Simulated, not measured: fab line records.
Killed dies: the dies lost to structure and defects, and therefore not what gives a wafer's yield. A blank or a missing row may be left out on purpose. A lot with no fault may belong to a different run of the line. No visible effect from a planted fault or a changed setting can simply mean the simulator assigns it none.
Problem report in the 8D (eight disciplines) form, filled by code / flow n5_finfet / the parts of the form that need people (team, actions taken, sign-off) are left out

## 1. WHAT WENT WRONG
VT_N_LONG at N5_BEOL_M4_RC_MEAS_101 reads a mean of 366.6 mV on 6 wafers of 2 lots; wafers without a fault read 275.2 mV with a standard deviation of 2.1. That is +44 standard deviations from the usual mean.
Earliest sighting: wafer L863.1 on prober-01 at day 11 05:43. Wafers with a number at this step in the record: 31, from 11 lots. Rule for "out" (also "out of limits"): further than 4 standard deviations from the usual mean. The rest of the wafers with a number are treated as sound.

## 2. WHAT IT IS; WHAT IT IS NOT
question=which readings at this step | is=VT_N_LONG, IOFF_N, IOFF_N_85C, IOFF_N_LIN, IOFF_N_LONG, ION_N, VT_N, VT_N_LVT | is not=DIBL_N, DIBL_P, IOFF_P, ION_P, SS_N, VT_P
question=which lots | is=L863, L864 | is not=L850, L852, L853, L854, L855, L856, L858, L870, L872
question=which wafers of those lots | is=all that have a number | is not=-
question=read on which gauges | is=prober-01, prober-02 | is not=-
question=when | is=from day 11 05:43 | is not=up to then (20 sound wafers); but 5 sound wafers of L870, L872 came after

## 3. WHAT RULES OUT EACH SUSPECT
Counting: any tool at a process step up to the reading is kept as a suspect provided that every lot that is out went through it and no sound lot did after the first of them.
- the gauge at N5_BEOL_M4_RC_MEAS_101 is ruled out. The wafers that are out were read on 2 gauges (prober-01, prober-02).
- wet_bench-03 at N5_HKMG_FIN_WET_ETCH_18 (etches TiN in SC1, time 55 s, target depth 5.2 nm, rinse time 30 s): kept. It processed each lot that is out, first L863 at day 7 16:22, and no sound lot thereafter; up to then, the last sound lot it processed was L855 at day 5 15:52.
Left after counting: wet_bench-03 at N5_HKMG_FIN_WET_ETCH_18.

## 4. THE CAUSE (what the simulator had put in)
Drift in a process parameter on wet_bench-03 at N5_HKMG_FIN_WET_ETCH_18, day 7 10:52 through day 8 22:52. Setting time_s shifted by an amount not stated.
Only this tool survived the counting.

## 5. THE EFFECT CHAIN, in route order
Each row: a reading whose mean over the struck wafers that have a number lies more than 3 standard deviations from the usual. Readings are gone through only where the record gives a usual standard deviation; hours: the median, over the lots, of the time from a lot's start at the first step in this table giving one to that lot's start at this step; sigmas: the change measured in usual standard deviations.
hours=0; step=N5_BEOL_M4_RC_MEAS_101; reading=IOFF_N; usual=0.16 nA/um; on struck wafers=0.01; change=-0.15; sigmas=-4.9
hours=0; step=N5_BEOL_M4_RC_MEAS_101; reading=IOFF_N_85C; usual=3.1 nA/um; on struck wafers=0.2; change=-2.9; sigmas=-5.9
hours=0; step=N5_BEOL_M4_RC_MEAS_101; reading=IOFF_N_LIN; usual=0.073 nA/um; on struck wafers=0.003; change=-0.070; sigmas=-5.8
hours=0; step=N5_BEOL_M4_RC_MEAS_101; reading=IOFF_N_LONG; usual=5.47e-05 nA/um; on struck wafers=2.18e-05; change=-3.29e-05; sigmas=-11
hours=0; step=N5_BEOL_M4_RC_MEAS_101; reading=ION_N; usual=673 uA/um; on struck wafers=469; change=-204; sigmas=-19
hours=0; step=N5_BEOL_M4_RC_MEAS_101; reading=VT_N; usual=251 mV; on struck wafers=341; change=+90; sigmas=+28
hours=0; step=N5_BEOL_M4_RC_MEAS_101; reading=VT_N_LONG; usual=275.2 mV; on struck wafers=366.6; change=+91.4; sigmas=+44
hours=0; step=N5_BEOL_M4_RC_MEAS_101; reading=VT_N_LVT; usual=99 mV; on struck wafers=191; change=+92; sigmas=+26
hours=94; step=N5_PASSIVATION_PROBE_49; reading=sort_bin_8_speed; usual=0.00 %; on struck wafers=91.13; change=+91.13; sigmas=+99 or more
hours=94; step=N5_PASSIVATION_PROBE_49; reading=sort_n_pass; usual=1080; on struck wafers=0; change=-1080; sigmas=-64
hours=94; step=N5_PASSIVATION_PROBE_49; reading=sort_yield_pct; usual=91.5 %; on struck wafers=0.0; change=-91.5; sigmas=-61
Here are the process steps it includes:
- N5_PASSIVATION_PROBE_49
Later measuring or inspecting steps at which every struck wafer that the step has a row for has a number for every such reading, and none has moved that far: N5_BEOL_M5_THK_MEAS_01.

## 6. HOW IT WOULD HAVE BEEN CAUGHT EARLIER
The first out-of-limits reading at a measuring or inspecting step in this record came at day 11 05:43, 91 hours after the fault's start at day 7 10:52.
Tool readings at N5_HKMG_FIN_WET_ETCH_18 with a usual standard deviation given in the record: none out on any struck wafer, hence no alarm at a limit of 4 standard deviations on them.
All the lots that are out (2) had begun N5_HKMG_FIN_WET_ETCH_18 on wet_bench-03 by day 11 05:43. A hold on the tool at that time would have spared none of them.
